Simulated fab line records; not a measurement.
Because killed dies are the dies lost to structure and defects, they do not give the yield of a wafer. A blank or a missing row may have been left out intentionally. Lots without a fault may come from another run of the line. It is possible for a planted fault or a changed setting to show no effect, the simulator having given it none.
fab line records -- flow n5Finfet
record: lots: 8, wafers: 24, lastDay: 20
route steps=1938 shown DUMMY_GATE@249 SD_EPI_N@278 SD_EPI_P@305 BEOL_M4@1111 PASSIVATION@1936
lots that met no fault: taken from a fault-free run of the same line
startH: hours from the record's opening day to when the first of the lot's shown wafers began -- waitH: hours elapsed since this lot's preceding step -- " as in the row above -- L1.1+2: a row that stands for several wafers -- - either no value or no given start -- * or withheld: withheld -- < > ~ a bound
route shown NAME@n: names a module that has steps shown in the file, with the first one's number in the route -- usual: the fault-free wafers' mean and standard deviation -- same: alike in all rows -- chamber/n: place in a boat -- sites: each site's reading -- _std_site: the values' standard deviation -- _edge_site: outer sites' mean less inner sites' -- radiusMm: how far each site lies from the wafer's centre -- mask NAME#n: copy n -- behind: the last tool/chamber to shape the wafer -- hold: reason for holding the lot/hours on hold/outcome of the hold -- device: transistor that didn't switch, given as n, p or np -- end of line: tests of these same wafers at the route's end -- a step without rows: its recipe alone -- killed: at the first sort, the dies lost to defects and structure; wafer yield is something else -- map: the dies of a wafer, with x for killed, . for not killed, _ for no die there
set.NAME: the setting that was run; set.NAME@STEP: the one run at that earlier step -- model.NAME: the simulator's own value behind a step, which no gauge read
the route's steps for a sample of lots (tables are steps, rows are wafers)
services: a tool's chamber out of use, with start hour (startH, from the record's first day; less than 0 if before it), hours out, and reason
== steps ==
step: N5_DUMMY_GATE_CD_MEAS_24
recipe: targetCdNm: 15
usual: cdNm: 15.00/0.28
lot.wafer,tool,chamber,startH,waitH,cdNm
L107.1,cdSem-02,-,47.32,0.1,14.54
L107.3,cdSem-02,-,47.32,0.1,14.68
L107.5,cdSem-02,-,47.32,0.1,14.85
L108.2,cdSem-02,-,52.31,0.1,14.92
L108.4,cdSem-02,-,52.31,0.1,14.99
L108.5,cdSem-02,-,52.31,0.1,15.10
L109.4,cdSem-02,-,58.72,0.1,15.29
L109.5,cdSem-02,-,58.72,0.1,15.02
L109.6,cdSem-02,-,58.72,0.1,15.02
L111.4,cdSem-02,-,71.93,0.1,14.94
L111.5,cdSem-02,-,71.93,0.1,15.21
L111.6,cdSem-02,-,71.93,0.1,14.96
L117.4,cdSem-03,-,108.98,0.1,14.88
L117.5,cdSem-03,-,108.98,0.1,14.84
L117.6,cdSem-03,-,108.98,0.1,15.25
L118.1,cdSem-01,-,115.98,0.1,14.68
L118.2,cdSem-01,-,115.98,0.1,15.05
L118.6,cdSem-01,-,115.98,0.1,15.17
L123.3,cdSem-03,-,143.19,0.1,15.39
L123.5,cdSem-03,-,143.19,0.1,15.16
L123.6,cdSem-03,-,143.19,0.1,15.50
L124.1,cdSem-02,-,149.91,0.1,14.92
L124.2,cdSem-02,-,149.91,0.1,14.68
L124.3,cdSem-02,-,149.91,0.1,15.01
step: N5_SD_EPI_N_ETCH_45
recipe: chemistry: CH3F/O2, target: SiOCN, targetDepthA: 60, maskMaterial: SOC, ionEnergyEv: 60, biasW: 29, pressureMtorr: 15, sourceW: 410, Ar_flow_sccm: 150, CH3F_flow_sccm: 30, O2_flow_sccm: 20
usual: drypumpMotorCurrentA: 5.8/0.42, oesProductAu: 0.76/0.082, rfVppV: 127.6/1, showerheadPlenumPTorr: 2.01/0.077, throttleValvePct: 23.41/0.14
lot.wafer,tool,chamber,startH,waitH,drypumpMotorCurrentA,oesProductAu,rfHoursCounterH,rfVppV,showerheadPlenumPTorr,throttleValvePct
L107.1,rieDiel-02,3,49.25,0.1,5.6,0.81,101,127.1,1.93,23.45
L107.3,rieDiel-02,0,49.25,0.1,5.6,0.75,150,128.5,1.92,23.26
L107.5,rieDiel-02,1,49.25,0.1,5.7,0.77,-,128.3,2.09,23.22
L108.2,rieDiel-05,0,54.73,0.1,6.3,0.69,229,128.9,2.05,23.54
L108.4,rieDiel-05,3,54.73,0.1,6.6,0.73,143,128.2,2.08,23.37
L108.5,rieDiel-05,3,54.73,0.1,6.6,0.73,-,127.7,2.08,23.35
L109.4,rieDiel-05,0,60.47,0.1,6.3,0.70,230,128.4,2.05,23.55
L109.5,rieDiel-05,2,60.47,0.1,5.7,0.72,-,127.7,2.07,23.63
L109.6,rieDiel-05,3,60.47,0.1,6.6,0.73,-,127.9,2.08,23.37
L111.4,rieDiel-02,1,73.81,0.1,5.8,0.78,130,126.5,2.08,23.23
L111.5,rieDiel-02,0,73.81,0.1,5.6,0.74,-,126.4,1.91,23.26
L111.6,rieDiel-02,3,73.81,0.1,5.6,0.79,-,126.7,1.92,23.45
L117.4,rieDiel-04,3,110.94,0.1,5.1,0.72,209,127.9,2.05,23.40
L117.5,rieDiel-04,1,110.94,0.1,5.6,0.95,-,126.6,1.95,23.46
L117.6,rieDiel-04,0,110.94,0.1,6.1,0.69,-,125.2,1.88,23.41
L118.1,rieDiel-02,2,117.96,0.1,5.7,0.83,75,127.7,2.10,23.39
L118.2,rieDiel-02,0,117.96,0.1,5.6,0.73,174,126.6,1.91,23.28
L118.6,rieDiel-02,3,117.96,0.1,5.6,0.79,-,127.5,1.92,23.46
L123.3,rieDiel-04,3,145.01,0.1,5.1,0.71,221,127.6,2.05,23.41
L123.5,rieDiel-04,0,145.01,0.1,6.1,0.69,-,127.4,1.88,23.42
L123.6,rieDiel-04,3,145.01,0.1,5.1,0.70,-,128.5,2.05,23.40
L124.1,rieDiel-04,3,151.77,0.1,5.1,0.70,223,128.0,2.05,23.42
L124.2,rieDiel-04,2,151.77,0.1,5.2,0.71,200,127.3,1.98,23.42
L124.3,rieDiel-04,0,151.77,0.1,6.1,0.68,249,126.8,1.88,23.42
step: N5_SD_EPI_N_STRIP_38
recipe: chemistry: N2/H2, powerW: 1000, tempC: 250, h2Frac: 0.65, overashFraction: 0.3, pressureMtorr: withheld, n2FlowSccm: 1750, h2FlowSccm: 3250
usual: drypumpMotorCurrentA: 5.9/0.58, heaterPowerW: 308/17, oesProductAu: 0.762/0.011
lot.wafer,tool,chamber,startH,waitH,drypumpMotorCurrentA,heaterPowerW,oesProductAu,rfHoursCounterH
L107.1,plasmaAsher-02,1,49.51,0.1,5.1,318,0.754,36
L107.3,plasmaAsher-02,0,49.51,0.1,6.7,327,0.780,-
L107.5,plasmaAsher-02,0,49.51,0.1,6.6,332,0.755,-
L108.2,plasmaAsher-02,1,55.00,0.1,5.1,324,0.766,36
L108.4,plasmaAsher-02,0,55.00,0.1,6.6,320,0.741,-
L108.5,plasmaAsher-02,1,55.00,0.1,5.1,317,0.754,-
L109.4,plasmaAsher-02,0,60.76,0.1,6.7,328,0.750,-
L109.5,plasmaAsher-02,0,60.76,0.1,6.6,328,0.779,-
L109.6,plasmaAsher-02,1,60.76,0.1,5.1,324,0.755,-
L111.4,plasmaAsher-01,1,74.12,0.1,6.0,302,0.775,-
L111.5,plasmaAsher-01,0,74.12,0.1,6.0,277,0.760,-
L111.6,plasmaAsher-01,1,74.12,0.1,6.0,295,0.774,-
L117.4,plasmaAsher-01,0,111.23,0.1,6.0,287,0.755,-
L117.5,plasmaAsher-01,0,111.23,0.1,6.0,286,0.774,-
L117.6,plasmaAsher-01,1,111.23,0.1,6.0,291,0.769,-
L118.1,plasmaAsher-01,1,118.24,0.1,6.0,293,0.760,91
L118.2,plasmaAsher-01,0,118.24,0.1,6.0,288,0.767,91
L118.6,plasmaAsher-01,1,118.24,0.1,6.0,299,0.743,-
L123.3,plasmaAsher-01,1,145.30,0.1,6.0,293,0.754,-
L123.5,plasmaAsher-01,1,145.30,0.1,6.0,297,0.746,-
L123.6,plasmaAsher-01,0,145.30,0.1,6.0,282,0.774,-
L124.1,plasmaAsher-01,0,152.04,0.1,6.1,285,0.761,97
L124.2,plasmaAsher-01,1,152.04,0.1,6.1,299,0.780,97
L124.3,plasmaAsher-01,1,152.04,0.1,6.1,292,0.757,-
step: N5_SD_EPI_N_LINER_46
recipe: material: SiNx, targetThkA: 30, tempC: 400, aldPrecursorFamily: SiH2I2, aldCoReactant: N2/H2-plasma, pressureTorr: 2
usual: heaterPowerW: 829/76
lot.wafer,tool,chamber,startH,waitH,heaterPowerW
L107.1,aldSin-02,0,53.17,0.2,802
L107.3,aldSin-02,2,53.17,0.2,795
L107.5,aldSin-02,2,53.17,0.2,787
L108.2,aldSin-04,3,63.68,0.1,980
L108.4,aldSin-04,0,63.68,0.1,888
L108.5,aldSin-04,2,63.68,0.1,769
L109.4,aldSin-04,3,64.55,0.1,975
L109.5,aldSin-04,2,64.55,0.1,744
L109.6,aldSin-04,3,64.55,0.1,969
L111.4,aldSin-02,2,77.75,0.1,775
L111.5,aldSin-02,2,77.75,0.1,801
L111.6,aldSin-02,3,77.75,0.1,772
L117.4,aldSin-04,3,114.86,0.1,974
L117.5,aldSin-04,0,114.86,0.1,881
L117.6,aldSin-04,3,114.86,0.1,944
L118.1,aldSin-01,2,121.61,0.2,998
L118.2,aldSin-01,0,121.61,0.2,702
L118.6,aldSin-01,0,121.61,0.2,701
L123.3,aldSin-04,1,148.21,0.1,822
L123.5,aldSin-04,3,148.21,0.1,966
L123.6,aldSin-04,2,148.21,0.1,753
L124.1,aldSin-02,2,154.97,0.2,798
L124.2,aldSin-02,0,154.97,0.2,752
L124.3,aldSin-02,3,154.97,0.2,796
step: N5_SD_EPI_N_INSPECT_26
recipe: inspectInstrument: darkfield, mode: postEpi
usual: rawDefectCount: 187/41
lot.wafer,tool,chamber,startH,waitH,rawDefectCount
L107.1,defectInspect-02,-,53.42,0.1,191
L107.3,defectInspect-02,-,53.42,0.1,260
L107.5,defectInspect-02,-,53.42,0.1,205
L108.2,defectInspect-02,-,63.93,0.1,102
L108.4,defectInspect-02,-,63.93,0.1,150
L108.5,defectInspect-02,-,63.93,0.1,174
L109.4,defectInspect-01,-,64.80,0.1,211
L109.5,defectInspect-01,-,64.80,0.1,211
L109.6,defectInspect-01,-,64.80,0.1,199
L111.4,defectInspect-02,-,78.00,0.1,164
L111.5,defectInspect-02,-,78.00,0.1,180
L111.6,defectInspect-02,-,78.00,0.1,149
L117.4,defectInspect-02,-,115.11,0.1,142
L117.5,defectInspect-02,-,115.11,0.1,163
L117.6,defectInspect-02,-,115.11,0.1,190
L118.1,defectInspect-02,-,121.86,0.1,185
L118.2,defectInspect-02,-,121.86,0.1,203
L118.6,defectInspect-02,-,121.86,0.1,238
L123.3,defectInspect-02,-,148.47,0.1,1039
L123.5,defectInspect-02,-,148.47,0.1,1052
L123.6,defectInspect-02,-,148.47,0.1,1025
L124.1,defectInspect-02,-,155.23,0.2,974
L124.2,defectInspect-02,-,155.23,0.2,1007
L124.3,defectInspect-02,-,155.23,0.2,991
step: N5_SD_EPI_P_INSPECT_11
recipe: mode: adi, inspectInstrument: macro
usual: rawDefectCount: 2.1/1.5
lot.wafer,tool,chamber,startH,waitH,rawDefectCount
L107.1,defectInspect-01,-,53.87,0.0,1
L107.3,defectInspect-01,-,53.87,0.0,3
L107.5,defectInspect-01,-,53.87,0.0,4
L108.2,defectInspect-02,-,64.26,0.0,4
L108.4,defectInspect-02,-,64.26,0.0,1
L108.5,defectInspect-02,-,64.26,0.0,3
L109.4,defectInspect-01,-,65.26,0.0,2
L109.5,defectInspect-01,-,65.26,0.0,2
L109.6,defectInspect-01,-,65.26,0.0,0
L111.4,defectInspect-02,-,78.46,0.0,3
L111.5,defectInspect-02,-,78.46,0.0,3
L111.6,defectInspect-02,-,78.46,0.0,1
L117.4,defectInspect-02,-,115.44,0.0,2
L117.5,defectInspect-02,-,115.44,0.0,1
L117.6,defectInspect-02,-,115.44,0.0,5
L118.1,defectInspect-02,-,122.32,0.0,0
L118.2,defectInspect-02,-,122.32,0.0,0
L118.6,defectInspect-02,-,122.32,0.0,1
L123.3,defectInspect-01,-,148.80,0.0,>300
L123.5,defectInspect-01,-,148.80,0.0,>300
L123.6,defectInspect-01,-,148.80,0.0,>300
L124.1,defectInspect-01,-,155.69,0.0,>300
L124.2,defectInspect-01,-,155.69,0.0,>300
L124.3,defectInspect-01,-,155.69,0.0,>300
step: N5_SD_EPI_P_INSPECT_26
recipe: inspectInstrument: darkfield, mode: postEpi
usual: rawDefectCount: 159/33
lot.wafer,tool,chamber,startH,waitH,rawDefectCount
L107.1,defectInspect-01,-,58.56,0.0,216
L107.3,defectInspect-01,-,58.56,0.0,236
L107.5,defectInspect-01,-,58.56,0.0,177
L108.2,defectInspect-02,-,68.13,0.0,91
L108.4,defectInspect-02,-,68.13,0.0,106
L108.5,defectInspect-02,-,68.13,0.0,142
L109.4,defectInspect-02,-,70.05,0.0,165
L109.5,defectInspect-02,-,70.05,0.0,183
L109.6,defectInspect-02,-,70.05,0.0,172
L111.4,defectInspect-01,-,82.23,0.0,151
L111.5,defectInspect-01,-,82.23,0.0,185
L111.6,defectInspect-01,-,82.23,0.0,114
L117.4,defectInspect-02,-,119.20,0.0,105
L117.5,defectInspect-02,-,119.20,0.0,154
L117.6,defectInspect-02,-,119.20,0.0,112
L118.1,defectInspect-01,-,126.08,0.0,135
L118.2,defectInspect-01,-,126.08,0.0,153
L118.6,defectInspect-01,-,126.08,0.0,161
L123.3,defectInspect-01,-,152.56,0.0,1041
L123.5,defectInspect-01,-,152.56,0.0,1001
L123.6,defectInspect-01,-,152.56,0.0,980
L124.1,defectInspect-01,-,159.44,0.0,953
L124.2,defectInspect-01,-,159.44,0.0,938
L124.3,defectInspect-01,-,159.44,0.0,966
step: N5_BEOL_M4_RC_MEAS_101
usual: DIBL_N: 36.3/1.1, DIBL_P: 36.3/1.4, IOFF_N: 0.155/0.019, IOFF_P: 0.211/0.027, ION_N: 672/8.5, ION_P: 462/5.8, SS_N: 71.5/0.56, SS_P: 73.3/0.52, VT_N: 249.9/2.5, VT_P: -249.8/2.8
lot.wafer,tool,chamber,startH,waitH,DIBL_N[mV/V],DIBL_P[mV/V],IOFF_N[nA/um],IOFF_P[nA/um],ION_N[uA/um],ION_P[uA/um],SS_N[mV/dec],SS_P[mV/dec],VT_N[mV],VT_P[mV]
L107.1,prober-01,0,196.11,0.0,39.0,37.5,0.173,0.234,668,458,72.5,74.6,250.1,-247.6
L107.3,prober-01,0,196.11,0.0,36.3,36.0,0.139,0.203,675,463,70.9,73.4,250.3,-250.4
L107.5,prober-01,0,196.11,0.0,36.8,35.1,0.135,0.192,670,453,72.2,73.6,253.8,-255.3
L108.2,prober-01,0,210.19,0.2,37.5,38.2,0.185,0.238,676,460,71.3,74.3,247.9,-248.6
L108.4,prober-01,0,210.19,0.2,37.8,39.5,0.200,0.248,675,459,73.1,74.2,245.3,-248.1
L108.5,prober-01,0,210.19,0.2,35.0,35.7,0.143,0.190,670,463,71.3,73.0,250.0,-251.1
L109.4,prober-01,0,228.86,0.5,35.6,36.9,0.152,0.178,669,451,71.1,73.6,248.7,-253.7
L109.5,prober-01,0,228.86,0.5,34.9,35.4,0.134,0.170,670,456,71.3,73.3,249.2,-252.4
L109.6,prober-01,0,228.86,0.5,35.7,35.9,0.153,0.178,671,455,72.0,73.3,251.5,-253.4
L111.4,prober-01,0,238.37,0.5,37.2,37.1,0.172,0.244,676,472,71.9,73.9,248.4,-244.4
L111.5,prober-01,0,238.37,0.5,36.5,36.6,0.161,0.243,672,467,71.8,73.0,247.0,-247.3
L111.6,prober-01,0,238.37,0.5,35.9,35.2,0.140,0.227,669,469,71.0,72.7,252.1,-248.4
L117.4,prober-02,0,322.57,0.5,36.8,35.7,0.137,0.201,677,467,70.4,72.5,250.5,-250.7
L117.5,prober-02,0,322.57,0.5,37.9,37.1,0.163,0.222,675,468,71.6,73.2,249.0,-246.1
L117.6,prober-02,0,322.57,0.5,37.7,37.4,0.156,0.216,672,461,71.7,74.0,248.3,-251.8
L118.1,prober-01,0,324.10,0.0,37.2,36.9,0.151,0.183,670,455,71.2,73.8,251.3,-253.2
L118.2,prober-01,0,324.10,0.0,38.5,38.1,0.178,0.206,664,452,72.3,73.0,250.4,-249.8
L118.6,prober-01,0,324.10,0.0,36.4,36.1,0.139,0.181,658,447,71.2,73.0,253.2,-252.0
L123.3,prober-01,0,351.59,0.3,35.4,36.2,0.143,0.196,665,461,71.9,73.2,253.8,-252.5
L123.5,prober-01,0,351.59,0.3,35.7,37.6,0.146,0.219,669,463,71.4,73.5,252.3,-248.9
L123.6,prober-01,0,351.59,0.3,34.8,35.6,0.134,0.186,658,454,72.3,73.0,252.1,-251.9
L124.1,prober-01,0,376.28,0.0,36.3,36.6,0.168,0.226,687,470,71.9,73.7,247.1,-248.9
L124.2,prober-01,0,376.28,0.0,36.7,36.6,0.178,0.231,688,471,71.6,74.1,243.7,-246.9
L124.3,prober-01,0,376.28,0.0,35.7,35.8,0.158,0.221,690,471,71.9,73.8,247.6,-246.9
step: N5_PASSIVATION_PROBE_49
usual: defectLimitedYield: 91.4/1.2, killed_at_M0_to_M3: 34/10, killed_at_M4_up: 14/5.1, killedAtContacts: 12/6.4, killedAtFrontEnd: 38/9.3, killedAtOther: 4/3, killedDies: 102/15, killedOnRim: 13/3.6, killedOpen: 67/12, killedShort: 33/6.9, sort_bin_5_function: 5.0/0.86, sort_bin_6_memory: 3.2/0.58, sortNPass: 1078/15, sortYieldPct: 91.4/1.2
same: grossDies: 1180, killedAtBackSide: 0, sort_bin_4_leakage[%]: 0, sort_bin_8_speed[%]: 0
lot.wafer,tool,chamber,startH,waitH,defectLimitedYield[%],killed_at_M0_to_M3,killed_at_M4_up,killedAtContacts,killedAtFrontEnd,killedAtOther,killedDies,killedOnRim,killedOpen,killedShort,sort_bin_5_function[%],sort_bin_6_memory[%],sortNPass,sortYieldPct[%]
L117.4,prober-02,-,422.04,0.3,92.9,23,16,4,36,5,84,9,51,30,4.7,2.4,1096,92.9
L123.3,prober-02,-,451.93,0.1,82.9,31,19,10,137,5,202,35,78,35,10.5,4.2,978,82.9
L123.5,prober-02,-,452.03,0.2,86.5,20,9,7,116,7,159,21,51,20,8.2,3.1,1021,86.5
L123.6,prober-02,-,452.08,0.3,80.0,36,9,4,179,8,236,11,61,43,12.1,4.7,944,80.0
L124.1,prober-01,-,485.54,0.0,80.0,33,18,6,173,6,236,19,66,25,12.3,4.1,944,80.0
L124.2,prober-01,-,485.59,0.1,85.7,23,19,16,110,1,169,22,71,18,8.1,3.5,1011,85.7
L124.3,prober-01,-,485.64,0.1,86.4,15,16,1,128,1,161,30,48,26,7.4,3.4,1019,86.4
killed by level:class
L117.4 FIN_SAQP:geometricParticle:short=7 BEOL_M4:geometricParticle:open=6 STI_FIN_REVEAL:geometricParticle:open=5 BEOL_M3:geometricParticle:open=5 GATE_CUT:geometricParticle:short=5 BEOL_M3:geometricParticle:short=5 STARTING-WAFER:geometricParticle:open=5 FIN_SAQP:geometricParticle:open=4
L123.3 SD_EPI_N:unspecified=87 STI_FIN_REVEAL:geometricParticle:open=12 BEOL_M4:geometricParticle:open=9 BEOL_M3:geometricParticle:open=9 DUMMY_GATE:geometricParticle:open=8 FIN_SAQP:geometricParticle:open=7 MOL_CONTACT_COAG:geometricParticle:open=7 BEOL_M0_SAQP:geometricParticle:short=6
L123.5 SD_EPI_N:unspecified=87 STI_FIN_REVEAL:geometricParticle:open=9 BEOL_M0_SAQP:geometricParticle:open=6 FIN_SAQP:geometricParticle:short=5 BEOL_M1:geometricParticle:open=5 BEOL_M4:geometricParticle:open=5 MOL_CONTACT_COAG:geometricParticle:open=4 STI_FIN_REVEAL:geometricParticle:short=3
L123.6 SD_EPI_N:unspecified=130 STI_FIN_REVEAL:geometricParticle:open=16 BEOL_M0_SAQP:geometricParticle:short=12 BEOL_M0_SAQP:geometricParticle:open=8 FIN_SAQP:geometricParticle:short=7 BEOL_M1:geometricParticle:open=6 FIN_SAQP:geometricParticle:open=5 BEOL_M2:geometricParticle:open=5
L124.1 SD_EPI_N:unspecified=137 BEOL_M4:geometricParticle:open=9 DUMMY_GATE:geometricParticle:open=8 BEOL_M3:geometricParticle:open=7 MOL_CONTACT_COAG:geometricParticle:open=6 DUMMY_GATE:geometricParticle:short=5 GATE_CUT:geometricParticle:short=5 BEOL_M0_SAQP:geometricParticle:short=5
L124.2 SD_EPI_N:unspecified=79 MOL_CONTACT_COAG:geometricParticle:open=14 BEOL_M0_SAQP:geometricParticle:open=9 BEOL_M4:geometricParticle:open=9 BEOL_M2:geometricParticle:open=8 FIN_SAQP:geometricParticle:open=5 GATE_CUT:geometricParticle:open=5 STI_FIN_REVEAL:geometricParticle:open=4
L124.3 SD_EPI_N:unspecified=86 STI_FIN_REVEAL:geometricParticle:open=8 BEOL_M4:geometricParticle:open=8 DUMMY_GATE:geometricParticle:open=7 FIN_SAQP:geometricParticle:short=4 GATE_CUT:geometricParticle:open=4 BEOL_M0_SAQP:geometricParticle:open=4 BEOL_M3:geometricParticle:open=4
== services ==
tool,chamber,startH,hours,kind
aldSin-01,1,36.22,2.0,repair
aldSin-04,2,40.18,4.4,repair
rieDiel-04,1,54.35,-,clean
rieDiel-04,1,54.35,-,consumableReplace:focusRing
rieDiel-04,1,54.35,18.2,scheduledDown
rieDiel-04,1,54.35,18.2,ventCycle
plasmaAsher-01,-,58.58,1.2,repair
aldSin-02,-,70.72,0.3,repair
rieDiel-04,3,81.15,6.9,repair
aldSin-04,3,91.66,9.1,repair
aldSin-01,-,95.28,1.1,repair
rieDiel-05,0,113.99,-,clean
rieDiel-05,0,113.99,-,consumableReplace:focusRing
rieDiel-05,0,113.99,24.4,scheduledDown
rieDiel-05,0,113.99,24.4,ventCycle
rieDiel-05,1,126.71,2.8,repair
aldSin-01,3,140.26,2.1,repair
rieDiel-05,2,144.20,3.8,repair
== key ==
firstSign: step: N5_SD_EPI_N_INSPECT_26, reading: rawDefectCount, direction: up, sigmas: 20, usual: 187, struck: 1015
effect: step: N5_SD_EPI_P_INSPECT_11, reading: rawDefectCount, direction: up, sigmas: 99+, usual: 2.1, struck: >300
effect: step: N5_SD_EPI_P_INSPECT_26, reading: rawDefectCount, direction: up, sigmas: 25, usual: 159, struck: 980
effect: step: N5_PASSIVATION_PROBE_49, reading: killedAtFrontEnd, direction: up, sigmas: 11, usual: 38, struck: 140
moreKillsBornAt: N5_SD_EPI_N_STRIP_38@plasmaAsher-01: 606
metAt N5_SD_EPI_N_STRIP_38
struckLots L123,L124
notActingAt N5_DUMMY_GATE_CD_MEAS_24,N5_SD_EPI_N_ETCH_45,N5_SD_EPI_N_LINER_46
onsetBetween 118.24 145.30
alsoFits time
fault: kind: chamberParticleSource, tool: plasmaAsher-01, chamber: -, onsetH: 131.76, steps: N5_SD_EPI_N_STRIP_38, ratePerVisitCm2: 1.2475, endH: 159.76
